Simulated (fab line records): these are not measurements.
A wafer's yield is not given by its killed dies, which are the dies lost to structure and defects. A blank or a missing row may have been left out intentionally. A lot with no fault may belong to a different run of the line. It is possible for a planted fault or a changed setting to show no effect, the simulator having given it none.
fab line records	flow nand-harc
[record] lots = 7	wafers = 21	last-day = 33
route steps=1302 shown P_STI@107 P_GATE@110 END@1302
lots untouched by any fault: they come from a run of this same line in which no faults occurred
start-h: start of the lot's first displayed wafer, in hours after the record's first day	wait-h: how many hours have passed since the lot's step before this one	" unchanged from the row above	L1.1+2: several wafers, shown together as one row	- no value, or no start given	* or withheld: withheld	< > ~ a bound
route shown NAME@n: names a module that has steps shown in the file, with the first one's number in the route	usual: mean and standard deviation over wafers with no fault	same: alike in all rows	chamber/n: place in a boat	sites: per-site readings	_std_site: the standard deviation of these	_edge_site: the outer-site mean with the inner-site mean subtracted	radius-mm: for every site, how far away it sits from the centre of the wafer	mask NAME#n: copy n	behind: tool/chamber where the wafer was last shaped	hold: why the lot was held/for how many hours/how that ended	device: the n, p or np transistor that did not switch	end of line: at the end of the route, the tests of the same wafers	for a step that has no rows: nothing shown but its recipe	killed: not the wafer's yield, but the dies lost to structure and defects at the first sort	map: shows each die of a wafer: x if killed, . if not, _ if none is there
set.NAME: the setting as run; set.NAME@STEP: as run at that earlier step	model.NAME: the simulator's own value behind a step, which no gauge read
lots seen at some steps along the route; tables by step, rows by wafer
services: from which hour (start-h, from the record's first day; less than 0 if before it) a tool's chamber was out of use, for how many hours, and why
[[steps]]
[step NHARC_P_STI_SRD_39]
[step NHARC_P_STI_OXIDE_40]
[recipe] target-thk-a = 100	temp-c = 900	ox-time-s = 1362	material = SiO2
[step NHARC_P_STI_INSPECT_25]
[usual] raw-defect-count = 200/74
lot.wafer	tool	chamber	start-h	wait-h	raw-defect-count
L769.2	defect-inspect-02	-	85.91	0.4	376
L769.4	"	-	"	"	198
L769.5	"	-	"	"	122
L772.3	defect-inspect-01	-	111.19	0.4	281
L772.4	"	-	"	"	233
L772.6	"	-	"	"	259
L775.1	defect-inspect-01	-	148.18	0.4	252
L775.2	"	-	"	"	273
L775.5	"	-	"	"	176
L777.4	defect-inspect-02	-	173.16	0.4	467
L777.5	"	-	"	"	239
L777.6	"	-	"	"	186
L780.3	defect-inspect-02	-	189.38	0.4	166
L780.4	"	-	"	"	99
L780.6	"	-	"	"	160
L789.1	defect-inspect-01	-	283.06	0.4	179
L789.2	"	-	"	"	180
L789.5	"	-	"	"	150
L790.2	defect-inspect-02	-	292.56	0.4	225
L790.4	"	-	"	"	194
L790.5	"	-	"	"	199
[step NHARC_P_GATE_ETCH_69]
[recipe] target-depth-a = 140	chemistry = dHF	material = SiO2
[step NHARC_P_GATE_PRECLEAN_70]
[recipe] time-s = *	temp-c = 50	bath-age-min = 0	chemistry = SC1
[step NHARC_P_GATE_SRD_01]
[step NHARC_P_GATE_OXIDE_02]
[recipe] target-thk-a = 375	temp-c = 950	p-h2o-torr = 720	ox-time-s = 365	material = SiO2
[step NHARC_P_GATE_DEHYDRATE_03]
[recipe] temp-c = 150	time-s = 120
[step NHARC_P_GATE_HMDS_04]
[recipe] time-s = 30
[step NHARC_P_GATE_COAT_05]
[recipe] spin-rpm = 4690
[step NHARC_P_GATE_SOFTBAKE_06]
[recipe] temp-c = 122	time-s = 95
[step NHARC_P_GATE_EBR_07]
[step NHARC_P_GATE_EXPOSE_08]
[recipe] na = 0.6	dose-mj = 16.75	mask-id = P_HV
lot.wafer	tool	chamber	start-h	wait-h	mask	model.P_GATE.overlay-x-nm
L769.2+4+5	krf-scanner-04	0	94.39	-	P_HV#0	1.206
L772.3+4+6	krf-scanner-04	0	119.58	-	P_HV#0	0.02323
L775.1+2+5	krf-scanner-04	0	156.39	-	P_HV#0	145.9
L777.4+5+6	krf-scanner-04	0	181.56	-	P_HV#0	140.2
L780.3+4+6	krf-scanner-04	0	198.88	-	P_HV#0	138.6
L789.1+2+5	krf-scanner-03	0	291.28	-	P_HV#0	7.339
L790.2+4+5	krf-scanner-02	0	301.17	-	P_HV#0	-0.4989
[step NHARC_P_GATE_PEB_09]
[recipe] peb-temp-c = 118	peb-time-s = 85
[step NHARC_P_GATE_DEVELOP_10]
[recipe] time-s = 70
[step NHARC_P_GATE_CD_MEAS_11]
[recipe] target-cd-nm = 1640	landing-energy-ev = 500
[usual] cd-nm = 1639.5/1.7
lot.wafer	tool	chamber	start-h	wait-h	cd-nm
L769.2	cd-sem-02	0	94.54	-	1638.4
L769.4	"	0	"	"	1640.6
L769.5	"	0	"	"	1638.3
L772.3	cd-sem-03	0	119.73	-	1639.6
L772.4	"	0	"	"	1638.2
L772.6	"	0	"	"	1636.4
L775.1	cd-sem-01	0	156.54	-	1640.4
L775.2	"	0	"	"	1641.5
L775.5	"	0	"	"	1640.1
L777.4	cd-sem-03	0	181.71	-	1641.0
L777.5	"	0	"	"	1641.1
L777.6	"	0	"	"	1640.4
L780.3	cd-sem-02	0	199.03	-	1639.3
L780.4	"	0	"	"	1643.3
L780.6	"	0	"	"	1640.7
L789.1	cd-sem-01	0	291.44	-	1639.4
L789.2	"	0	"	"	1639.8
L789.5	"	0	"	"	1638.2
L790.2	cd-sem-01	0	301.32	-	1637.4
L790.4	"	0	"	"	1638.2
L790.5	"	0	"	"	1639.2
[step NHARC_P_GATE_HARDBAKE_12]
[recipe] temp-c = 125	time-s = 80
[step NHARC_P_GATE_DESCUM_13]
[recipe] time-s = 3	o2-flow-sccm = 200	ar-flow-sccm = 0	bias-power-w = 0	chemistry = O2
[usual] drypump-motor-current-A = 5.6/0.35	oes-product-au = 0.996/0.0099	rf-vpp-V = 57.8/0.93	showerhead-plenum-p-Torr = 1.88/0.081	throttle-valve-pct = 11.310/0.0084
lot.wafer	tool	chamber	start-h	wait-h	drypump-motor-current-A	oes-product-au	rf-hours-counter-h	rf-vpp-V	showerhead-plenum-p-Torr	throttle-valve-pct
L769.4	rie-diel-07	2	94.70	-	5.7	0.990	8.8	59.0	1.97	11.309
L769.2	"	1	"	"	5.3	0.997	7.7	58.6	1.95	11.316
L769.5	"	3	"	"	5.8	0.990	-	57.1	1.79	11.315
L772.3	rie-diel-12	0	119.88	-	4.7	0.986	2.3	59.5	1.95	11.299
L772.4	"	2	"	"	5.6	0.997	1.7	56.3	1.81	11.314
L772.6	"	1	"	"	6.2	0.992	-	58.0	1.80	11.297
L775.2	rie-diel-07	0	156.70	-	5.7	0.999	2.6	58.3	1.80	11.314
L775.1	"	3	"	"	5.9	0.986	2.2	57.9	1.79	11.313
L775.5	"	0	"	"	5.7	0.997	-	57.8	1.80	11.324
L777.4	rie-diel-07	1	181.87	-	5.3	1.003	4.3	58.7	1.95	11.316
L777.6	"	0	"	"	5.7	0.988	-	57.3	1.80	11.313
L777.5	"	1	"	"	5.4	0.996	-	58.0	1.95	11.323
L780.4	rie-diel-12	2	199.20	-	5.6	0.986	5.4	57.0	1.81	11.306
L780.3	"	3	"	"	5.5	0.982	6.1	58.4	1.88	11.310
L780.6	"	1	"	"	6.2	1.001	-	56.7	1.79	11.321
L789.2	rie-diel-12	3	291.63	-	5.4	0.988	1.8	57.5	1.88	11.314
L789.1	"	0	"	"	4.8	0.996	1.9	58.7	1.95	11.299
L789.5	"	2	"	"	5.6	1.007	-	58.8	1.81	11.301
L790.4	rie-diel-04	0	301.48	-	6.1	1.003	6.7	58.7	2.03	11.308
L790.2	"	2	"	"	5.4	1.013	6.6	59.0	1.96	11.300
L790.5	"	0	"	"	6.2	1.013	-	58.2	2.03	11.313
[step NHARC_P_GATE_ETCH_14]
[recipe] target-depth-a = 488	chemistry = dHF	material = SiO2
[step NHARC_P_GATE_STRIP_15]
[recipe] time-s = 780	temp-c = 130	chemistry = SPM
[step NHARC_P_GATE_PRECLEAN_71]
[recipe] time-s = *	temp-c = 50	bath-age-min = 0	chemistry = SC1
[step NHARC_P_GATE_SRD_72]
[step NHARC_P_GATE_OXIDE_16]
[recipe] target-thk-a = 30	temp-c = 875	ox-time-s = 392	material = SiO2
[step NHARC_P_GATE_CVD_17]
[recipe] target-thk-a = 1500	temp-c = 620	time-s = 900	material = poly-Si
[step NHARC_P_GATE_HM_DEP_102]
[recipe] target-thk-a = 1200	temp-c = 400	material = aC
[step NHARC_P_GATE_DEP_103]
[recipe] target-thk-a = 300	target-thk-nm = 30	temp-c = 400	flow-sccm = 200	rf-w = 350	material = SiON
[usual] heater-power-w = 784/120	susceptor-temp-C = 400.00/0.24
lot.wafer	tool	chamber	start-h	wait-h	heater-power-w	susceptor-temp-C
L769.2	pecvd-01	2	107.77	0.5	639	400.14
L769.4	"	1	"	"	902	400.02
L769.5	"	2	"	"	642	400.09
L772.3	pecvd-02	1	135.69	0.6	903	400.00
L772.4	"	2	"	"	645	400.06
L772.6	"	0	"	"	761	400.20
L775.1	pecvd-01	0	169.98	0.6	859	400.29
L775.2	"	1	"	"	979	399.90
L775.5	"	1	"	"	999	399.58
L777.6	pecvd-03	1	203.15	0.1	833	399.91
L777.4	"	2	"	"	633	400.09
L777.5	"	0	"	"	800	400.10
L780.3	pecvd-02	0	212.25	0.4	753	399.99
L780.4	"	0	"	"	741	399.77
L780.6	"	1	"	"	921	400.37
L789.2	pecvd-01	2	304.57	0.5	658	400.46
L789.1	"	1	"	"	818	400.38
L789.5	"	2	"	"	649	400.66
L790.2	pecvd-02	1	323.58	0.5	913	400.12
L790.4	"	1	"	"	938	399.93
L790.5	"	0	"	"	720	399.83
[step NHARC_P_GATE_DEHYDRATE_18]
[recipe] temp-c = 150	time-s = 120
[step NHARC_P_GATE_HMDS_19]
[recipe] time-s = 30
[step NHARC_P_GATE_COAT_20]
[recipe] spin-rpm = 1500	resist-thk-nm = 90
[step NHARC_P_GATE_SOFTBAKE_21]
[recipe] temp-c = 105	time-s = 55
[step NHARC_P_GATE_EBR_22]
[step NHARC_P_GATE_EXPOSE_23]
[recipe] na = 1.35	target-cd-nm = 120	dose-mj = 93.91	mask-id = P_GATE
[step NHARC_P_GATE_PEB_24]
[recipe] peb-temp-c = 100	peb-time-s = 65
[step NHARC_P_GATE_DEVELOP_25]
[recipe] develop-time-s = 35	dev-temp-c = 23
[step NHARC_P_GATE_CD_MEAS_26]
[recipe] target-cd-nm = 120	landing-energy-ev = 500
[usual] cd-nm = 120.0/0.8
lot.wafer	tool	chamber	start-h	wait-h	cd-nm
L769.2	cd-sem-02	0	108.40	-	118.1
L769.4	"	0	"	"	118.9
L769.5	"	0	"	"	119.1
L772.3	cd-sem-01	0	136.26	-	120.7
L772.4	"	0	"	"	121.2
L772.6	"	0	"	"	121.7
L775.1	cd-sem-02	0	170.50	-	120.4
L775.2	"	0	"	"	119.3
L775.5	"	0	"	"	120.6
L777.4	cd-sem-02	0	203.75	-	119.5
L777.5	"	0	"	"	118.9
L777.6	"	0	"	"	118.8
L780.3	cd-sem-02	0	212.93	-	119.7
L780.4	"	0	"	"	121.3
L780.6	"	0	"	"	120.6
L789.1	cd-sem-01	0	305.12	-	119.0
L789.2	"	0	"	"	119.2
L789.5	"	0	"	"	120.1
L790.2	cd-sem-01	0	324.26	-	119.7
L790.4	"	0	"	"	119.4
L790.5	"	0	"	"	120.1
[step NHARC_P_GATE_OVL_MEAS_27]
[usual] overlay-x-nm = 0.2/0.93	overlay-y-nm = 0.2/0.75
lot.wafer	tool	chamber	start-h	wait-h	overlay-x-nm	overlay-y-nm
L769.2	overlay-01	-	108.48	-	-0.5	-0.9
L769.4	"	-	"	"	0.1	-0.3
L769.5	"	-	"	"	-0.2	-0.3
L772.3	overlay-02	-	136.34	-	0.7	1.0
L772.4	"	-	"	"	0.6	0.3
L772.6	"	-	"	"	0.5	0.5
L775.1	overlay-01	-	170.59	-	-1.1	-0.1
L775.2	"	-	"	"	-1.4	-0.1
L775.5	"	-	"	"	-0.7	-0.3
L777.4	overlay-02	-	203.83	-	-0.8	1.1
L777.5	"	-	"	"	-1.0	1.2
L777.6	"	-	"	"	-1.3	1.2
L780.3	overlay-01	-	213.01	-	-1.3	0.4
L780.4	"	-	"	"	-0.9	0.1
L780.6	"	-	"	"	-1.7	0.0
L789.1	overlay-02	-	305.21	-	-0.4	0.2
L789.2	"	-	"	"	-0.3	0.8
L789.5	"	-	"	"	-0.7	1.1
L790.2	overlay-01	-	324.35	-	1.8	0.4
L790.4	"	-	"	"	1.8	0.6
L790.5	"	-	"	"	1.0	0.2
[step NHARC_P_GATE_INSPECT_28]
[usual] raw-defect-count = 5.5/2.8
lot.wafer	tool	chamber	start-h	wait-h	raw-defect-count
L769.2	defect-inspect-02	-	108.52	0.0	2
L769.4	"	-	"	"	6
L769.5	"	-	"	"	7
L772.3	defect-inspect-02	-	136.38	0.0	5
L772.4	"	-	"	"	7
L772.6	"	-	"	"	6
L775.1	defect-inspect-02	-	170.62	0.0	6
L775.2	"	-	"	"	7
L775.5	"	-	"	"	6
L777.4	defect-inspect-01	-	203.87	0.0	6
L777.5	"	-	"	"	4
L777.6	"	-	"	"	6
L780.3	defect-inspect-01	-	213.05	0.0	5
L780.4	"	-	"	"	2
L780.6	"	-	"	"	6
L789.1	defect-inspect-01	-	305.25	0.0	5
L789.2	"	-	"	"	6
L789.5	"	-	"	"	12
L790.2	defect-inspect-02	-	324.39	0.0	9
L790.4	"	-	"	"	3
L790.5	"	-	"	"	3
[step NHARC_P_GATE_DESCUM_31]
[recipe] time-s = 3	o2-flow-sccm = 200	ar-flow-sccm = 0	bias-power-w = 0	chemistry = O2
[step NHARC_P_GATE_ETCH_104]
[recipe] target-depth-a = 600	time-s = withheld	cf4-flow-sccm = 100	chf3-flow-sccm = 30	ar-flow-sccm = 0	rf-w = 500	bias-w = 200	chemistry = CF4/CHF3
[usual] drypump-motor-current-A = 5.6/0.36	oes-product-au = 0.945/0.022	rf-vpp-V = 370.2/2.3	showerhead-plenum-p-Torr = 1.56/0.065	throttle-valve-pct = 16.802/0.0089
lot.wafer	tool	chamber	start-h	wait-h	drypump-motor-current-A	oes-product-au	rf-vpp-V	showerhead-plenum-p-Torr	throttle-valve-pct
L769.2	rie-diel-04	2	108.67	0.1	5.3	0.942	373.7	1.62	16.791
L769.4	"	0	"	"	6.1	0.910	374.2	1.67	16.800
L769.5	"	2	"	"	5.3	0.939	371.9	1.62	16.792
L772.3	rie-diel-07	1	136.52	0.1	5.3	0.965	371.9	1.60	16.807
L772.4	"	0	"	"	5.7	0.963	366.6	1.48	16.805
L772.6	"	2	"	"	5.7	0.968	371.6	1.61	16.798
L775.1	rie-diel-04	0	170.77	0.1	6.1	0.965	374.3	1.67	16.790
L775.2	"	2	"	"	5.3	0.973	372.1	1.61	16.815
L775.5	"	0	"	"	6.1	0.966	373.2	1.67	16.798
L777.4	rie-diel-12	3	204.02	0.1	5.5	0.945	370.4	1.55	16.809
L777.5	"	0	"	"	4.8	0.959	372.0	1.60	16.793
L777.6	"	1	"	"	6.2	0.966	366.9	1.48	16.806
L780.3	rie-diel-12	1	213.20	0.1	6.2	0.909	368.9	1.48	16.807
L780.4	"	3	"	"	5.5	0.917	369.0	1.55	16.791
L780.6	"	1	"	"	6.1	0.916	367.8	1.48	16.812
L789.2	rie-diel-07	3	305.40	0.1	5.8	0.969	369.2	1.47	16.798
L789.1	"	0	"	"	5.7	0.981	366.4	1.48	16.803
L789.5	"	1	"	"	5.3	0.943	371.9	1.60	16.786
L790.4	rie-diel-12	1	324.54	0.1	6.1	0.968	366.2	1.48	16.799
L790.2	"	2	"	"	5.6	0.964	367.9	1.49	16.812
L790.5	"	0	"	"	4.8	0.974	372.2	1.60	16.804
[step NHARC_P_GATE_HM_OPEN_105]
[recipe] target-depth-a = 3600	o2-flow-sccm = 400	cos-flow-sccm = 20	ar-flow-sccm = 0	rf-w = 500	bias-w = 300	chemistry = O2/COS
[usual] drypump-motor-current-A = 5.6/0.35	oes-product-au = 0.994/0.01	rf-vpp-V = 466.4/3	showerhead-plenum-p-Torr = 3.09/0.13	throttle-valve-pct = 28.330/0.0096
lot.wafer	tool	chamber	start-h	wait-h	drypump-motor-current-A	oes-product-au	rf-hours-counter-h	rf-vpp-V	showerhead-plenum-p-Torr	throttle-valve-pct
L769.2	rie-diel-04	1	-	-	5.5	0.994	7.0	471.7	3.23	28.336
L769.4	"	2	"	"	5.4	1.011	5.9	469.5	3.20	28.320
L769.5	"	1	"	"	5.5	0.980	-	469.2	3.23	28.331
L772.4	rie-diel-07	0	-	-	5.7	0.991	0.8	462.7	2.94	28.345
L772.3	"	1	"	"	5.3	0.998	0.8	468.8	3.18	28.326
L772.6	"	0	"	"	5.7	0.988	-	463.3	2.94	28.324
L775.2	rie-diel-04	3	-	-	5.8	1.007	7.9	467.2	3.11	28.327
L775.1	"	1	"	"	5.5	0.990	9.9	469.2	3.23	28.340
L775.5	"	0	"	"	6.2	0.991	-	471.9	3.31	28.333
L777.4	rie-diel-12	0	-	-	4.8	0.991	6.2	468.5	3.18	28.328
L777.5	"	0	"	"	4.7	1.003	-	468.0	3.18	28.334
L777.6	"	1	"	"	6.2	0.998	-	463.7	2.94	28.343
L780.4	rie-diel-12	0	-	-	4.7	1.001	6.3	467.4	3.18	28.332
L780.3	"	1	"	"	6.1	0.995	6.0	464.3	2.94	28.350
L780.6	"	0	"	"	4.8	1.003	-	468.6	3.18	28.315
L789.2	rie-diel-07	3	-	-	5.8	0.987	0.0	462.7	2.92	28.334
L789.1	"	1	"	"	5.3	0.982	0.0	468.2	3.17	28.347
L789.5	"	3	"	"	5.9	0.981	-	462.4	2.92	28.324
L790.2	rie-diel-12	1	-	-	6.2	0.979	2.8	462.4	2.94	28.330
L790.4	"	3	"	"	5.5	0.996	3.1	465.5	3.07	28.315
L790.5	"	1	"	"	6.2	0.990	-	462.6	2.94	28.341
[step NHARC_P_GATE_STRIP_106]
[recipe] o2-flow-sccm = 400	cos-flow-sccm = 20	ar-flow-sccm = 0	bias-w = 0	chemistry = O2/COS
[step NHARC_P_GATE_ETCH_114]
[recipe] target-depth-a = 300	overetch-a = 30	time-s = 16.5	ion-energy-ev = 100	cf4-flow-sccm = 80	o2-flow-sccm = 20	ar-flow-sccm = 0	rf-w = 300	bias-w = 100	chemistry = CF4/O2
[usual] drypump-motor-current-A = 5.6/0.34	oes-product-au = 0.995/0.0092	rf-vpp-V = 197.4/1.5	showerhead-plenum-p-Torr = 1.31/0.057	throttle-valve-pct = 13.398/0.0085
lot.wafer	tool	chamber	start-h	wait-h	drypump-motor-current-A	oes-product-au	rf-hours-counter-h	rf-vpp-V	showerhead-plenum-p-Torr	throttle-valve-pct
L769.2	rie-diel-04	0	-	-	6.1	0.987	7.0	199.4	1.42	13.399
L769.4	"	1	"	"	5.5	1.004	7.0	199.5	1.38	13.389
L769.5	"	3	"	"	5.8	0.999	-	197.0	1.33	13.385
L772.4	rie-diel-07	0	-	-	5.7	0.986	0.9	195.1	1.26	13.389
L772.3	"	2	"	"	5.7	0.982	0.2	199.5	1.37	13.405
L772.6	"	1	"	"	5.3	0.993	-	197.9	1.36	13.412
L775.2	rie-diel-04	0	-	-	6.1	0.998	9.8	199.7	1.42	13.387
L775.1	"	1	"	"	5.5	0.998	9.9	198.7	1.38	13.394
L775.5	"	3	"	"	5.8	0.998	-	198.6	1.33	13.388
L777.4	rie-diel-12	1	-	-	6.2	0.995	5.9	196.1	1.25	13.396
L777.5	"	1	"	"	6.2	1.001	-	197.3	1.25	13.412
L777.6	"	2	"	"	5.6	0.994	-	197.2	1.26	13.406
L780.4	rie-diel-12	2	-	-	5.6	0.996	5.8	195.9	1.26	13.377
L780.3	"	3	"	"	5.5	0.992	6.4	196.6	1.31	13.401
L780.6	"	2	"	"	5.6	0.993	-	195.9	1.26	13.401
L789.2	rie-diel-07	2	-	-	5.7	0.982	0.0	198.3	1.37	13.400
L789.1	"	3	"	"	5.9	0.975	0.1	197.2	1.25	13.402
L789.5	"	0	"	"	5.7	1.001	-	196.3	1.25	13.391
L790.2	rie-diel-12	2	-	-	5.6	0.993	3.0	196.0	1.26	13.391
L790.4	"	3	"	"	5.5	1.002	3.1	197.4	1.31	13.397
L790.5	"	0	"	"	4.7	0.988	-	198.3	1.36	13.403
[step NHARC_END_SORT_01]
[recipe] temp-c = 25
[usual] killed-at-array = 59/16	killed-at-other = 0.8/1.1	killed-at-periphery = 3.6/2.4	killed-dies = 64/16	killed-open = 3.4/1.8	killed-short = 2.5/1.6
[same] gross-dies = 677
lot.wafer	tool	chamber	start-h	wait-h	killed-at-array	killed-at-other	killed-at-periphery	killed-dies	killed-open	killed-short
L775.1	prober-01	0	631.40	2.5	57	1	474	532	3	2
L775.2	prober-01	0	632.18	2.8	57	0	470	527	1	5
L775.5	prober-01	0	634.54	3.6	52	0	464	516	0	1
L780.3	prober-01	0	691.71	3.1	41	1	414	456	2	4
L780.4	prober-01	0	692.51	3.4	37	0	427	464	3	3
L780.6	prober-01	0	694.11	4.0	37	0	428	465	2	1
L777.4	prober-02	0	692.50	3.4	67	2	425	494	1	5
L777.5	prober-02	0	693.30	3.7	52	1	421	474	4	1
L777.6	prober-02	0	694.10	4.0	63	1	399	463	5	3
// killed by level:class
L775.1 P_GATE:overlay=472 A_CHANNEL_HOLE_D2:chamber-film-flake=36 A_CONTACT:chamber-film-flake=7 A_CHANNEL_HOLE_D1:chamber-film-flake=5 A_STAIRCASE:chamber-film-flake=3 A_WL_FILL:chamber-film-flake=2 P_GATE:geometric-particle:short=1 A_CHANNEL_FILL_D2:geometric-particle:short=1
L775.2 P_GATE:overlay=469 A_CHANNEL_HOLE_D2:chamber-film-flake=38 A_CHANNEL_HOLE_D1:chamber-film-flake=5 A_CONTACT:chamber-film-flake=5 A_STAIRCASE:chamber-film-flake=2 P_M0:geometric-particle:short=1 A_SOURCE_PLATE:geometric-particle:open=1 A_SOURCE_PLATE:geometric-particle:short=1
L775.5 P_GATE:overlay=464 A_CHANNEL_HOLE_D2:chamber-film-flake=29 A_CONTACT:chamber-film-flake=12 A_CHANNEL_HOLE_D1:chamber-film-flake=4 A_STAIRCASE:chamber-film-flake=3 A_WL_FILL:chamber-film-flake=2 A_ONON_D1:geometric-particle:short=1 A_SLIT:chamber-film-flake=1
L780.3 P_GATE:overlay=412 A_CHANNEL_HOLE_D2:chamber-film-flake=20 A_CHANNEL_HOLE_D1:chamber-film-flake=6 A_SLIT:chamber-film-flake=4 A_STAIRCASE:chamber-film-flake=2 A_CONTACT:chamber-film-flake=2 A_ONON_D1:geometric-particle:open=1 A_ONON_D1:geometric-particle:short=1
L777.4 P_GATE:overlay=422 A_CHANNEL_HOLE_D1:chamber-film-flake=32 A_CHANNEL_HOLE_D2:chamber-film-flake=21 A_CONTACT:chamber-film-flake=3 P_M0:chamber-film-flake=3 A_STAIRCASE:chamber-film-flake=3 A_WL_FILL:geometric-particle:short=2 STARTING-WAFER:geometric-particle:short=2
L780.4 P_GATE:overlay=424 A_CHANNEL_HOLE_D2:chamber-film-flake=15 A_CHANNEL_HOLE_D1:chamber-film-flake=7 A_SLIT:chamber-film-flake=4 A_STAIRCASE:chamber-film-flake=3 A_CONTACT:chamber-film-flake=3 P_CONTACT:geometric-particle:open=1 P_M0:geometric-particle:open=1
L777.5 P_GATE:overlay=414 A_CHANNEL_HOLE_D1:chamber-film-flake=20 A_CHANNEL_HOLE_D2:chamber-film-flake=15 P_M0:chamber-film-flake=5 A_DECK1_JOINT:chamber-film-flake=5 A_CONTACT:chamber-film-flake=4 A_STAIRCASE:chamber-film-flake=2 P_M2:geometric-particle:open=1
L777.6 P_GATE:overlay=390 A_CHANNEL_HOLE_D1:chamber-film-flake=30 A_CHANNEL_HOLE_D2:chamber-film-flake=15 P_M0:chamber-film-flake=6 A_CONTACT:chamber-film-flake=4 A_STAIRCASE:chamber-film-flake=4 A_DECK1_JOINT:chamber-film-flake=3 A_WL_FILL:geometric-particle:open=2
L780.6 P_GATE:overlay=424 A_CHANNEL_HOLE_D2:chamber-film-flake=20 A_CHANNEL_HOLE_D1:chamber-film-flake=11 P_STI:chamber-film-flake=2 P_M1:chamber-film-flake=2 A_STAIRCASE:chamber-film-flake=2 A_ONON_D1:geometric-particle:short=1 A_CHANNEL_HOLE_D2:geometric-particle:open=1
// map L775.1 (x killed, . not)
____________x____________
_________x..x.xx_________
_______xx..xxxxx.x_______
______xxxxxxxxx.x.x______
_____x.xxxxxxxxx.xxx_____
____xxxxxxxx.xx..xxxx____
____x..xxxxxxxxx..x..____
___xxxx.xxxx.xxxxxxxxx___
___x..xxxxx.x.x.x.xx.x___
__.xxxx.xxxx.xxxxxxx.x.__
__xxxxxxxxxxxxx.xxx...x__
_.xxx.xx.xx.xxxxxxxxxxxx_
_xx.xx.xxx..xxxx..x.xx.x_
_.xxxxx...x.xxxxxxxxxxx._
_.x.xxxxxxxxxxxxxx.xxxxx_
_xxxxxxxxx...xxxxx.xxxx._
x.xxxxxx..x....xxxxx.x.xx
xxxx..xxxx.xxx..xxxxxxx.x
.xxxxx..xxxxxx.......xxxx
xxxx.xxxxxxxxxxxx.xxxxxxx
xx.xxxxxxxxxx...xxxxxxxxx
_xxx.xxxxxxxx.xxxxx.xxxx_
_xxx.x..xxxx.xxxx.xxxxxx_
_xxxxxxxxxx..x.xxx..xxx._
_xxxxxxxxxxxxx.x.xxxx.xx_
_xxxx..xxxxxxxxxxx..xxxx_
__xxxxxx.xxxxxxxxxxxxxx__
__xxxxx..xxxx..x.xxxxxx__
___xxxxxxxxx.xxxxxxx.x___
___x.xxxxxxx.xx.xxxxxx___
____..xxxxxxxx.x.xx.x____
____xxxxxx.xxxx.xxx.x____
_____x.x.xx.xxx....x_____
______xx.xxxxxx.xx.______
_______xxxxxxxxxx._______
_________xxxxxxx_________
____________x____________
// map L777.4 (x killed, . not)
____________.____________
_________.xx..xx_________
_______xxxxxxxx.x._______
______xxxxx.x..x...______
_____xx.xxxxxxxxxxxx_____
____.xxx..xx.xxxxxxx.____
____xxxxxxxxxxxxx.xxx____
___xx.xxxxxx..x.x..xxx___
___.xxxxxxxxxxxxx.xxxx___
__x..xxxx.xxxxxx..xx.x.__
__..xxx.xx.xx.xxxxx..x.__
_..xxxx.xx.xxxxxxxxxx.xx_
_xx.xxxx.xxxx.xxx.xxxx.._
_.x..xx.xxxx..xxx..xxxxx_
_.x.xxx.xxxxxxxxx.xx.xx._
_x.x.xx.xxxxxxx.....xx.x_
.x.xxx.x.xxxxx.xxx.xxxxxx
x..xx.xx.xxxxx..xxx.xxxxx
xx.xxxxxxxxxxxxx.xxx..xxx
..xxxxx.xxxxx.x.xxxx.xxxx
xxxxx.xxxxxxxxxxx.xxxx.x.
_x.x.xxx.xxx..xx..xxxxx._
_xxxxxx.xxxxxx..xxx.x.xx_
_xxxxx.xxxxxxx.xxx.x..xx_
_.xxxxxxx.x.xx.xx..x.x.x_
_.xxx.xx..xx.xxx.xx.xxxx_
__x.xxx..xxx.xx.x..xxxx__
__xxx....xxxxxxxxxxxxxx__
___xxxx.xx.xxx.xxx.x.x___
___xx.xx.xx.x.xxx..xxx___
____x.x.x.xx.xxxxxxxx____
____xxxxx.xx.xx.x.x.x____
_____xx.xxxx.x..x.xx_____
______xxxxx..xxx..x______
_______xx.x.xx.xxx_______
_________.xx.x.._________
____________x____________
[[services]]
tool	chamber	start-h	hours	kind
rie-diel-07	1	71.10	3.0	repair
rie-diel-07	0	76.83	6.2	repair
rie-diel-04	3	82.40	8.3	repair
rie-diel-12	-	91.40	9.0	pm
rie-diel-12	0	105.95	1.7	repair
rie-diel-07	-	117.20	9.0	pm
pecvd-01	-	130.00	13.0	pm
rie-diel-07	2	130.49	3.1	repair
rie-diel-12	0	135.20	6.2	repair
krf-scanner-04	-	142.68	1.0	repair
rie-diel-07	-	170.29	0.1	repair
rie-diel-12	0	177.40	1.7	repair
rie-diel-04	-	177.95	9.0	pm
krf-scanner-04	-	182.00	4.0	pm
rie-diel-04	1	201.17	6.9	repair
rie-diel-12	0	241.68	12.6	repair
rie-diel-04	1	254.07	4.7	repair
rie-diel-12	3	254.90	3.3	repair
krf-scanner-04	-	255.40	5.7	repair
rie-diel-12	-	268.40	9.0	pm
rie-diel-04	0	278.38	8.1	repair
rie-diel-07	-	294.20	9.0	pm
rie-diel-04	0	319.82	6.6	repair
rie-diel-04	1	320.17	27.7	repair
[[key]]
[first-sign] step = NHARC_END_SORT_01	reading = killed-at-periphery	direction = up	sigmas = 99+	usual = 3.6	struck = 435.8
[effect] step = NHARC_END_SORT_01	reading = killed-dies	direction = up	sigmas = 27	usual = 64	struck = 488
[model-effect] step = NHARC_P_GATE_EXPOSE_08	value = P_GATE.overlay-x-nm	without = 4.189	struck = 141.6
[more-kills-born-at] NHARC_P_GATE_EXPOSE_08@krf-scanner-04 = 3891
met-at NHARC_P_GATE_EXPOSE_08
struck-wafers L775.1,L775.2,L775.5,L777.4,L777.5,L777.6,L780.3,L780.4,L780.6
tester-left-out L775,L777,L780
onset-between 119.58 156.39
[fault] kind = scanner-matching-overlay	tool = krf-scanner-04	chamber = -	onset-h = 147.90	steps = NHARC_P_GATE_EXPOSE_08	offset = 137.37
// tester-left-out: of these lots the tester's yield and bins aren't shown, on N5 and GAA mostly nor the transistor test; their killed dies are dies lost to structure and defects alone, not to doping, threshold or leakage, so they don't give the yield
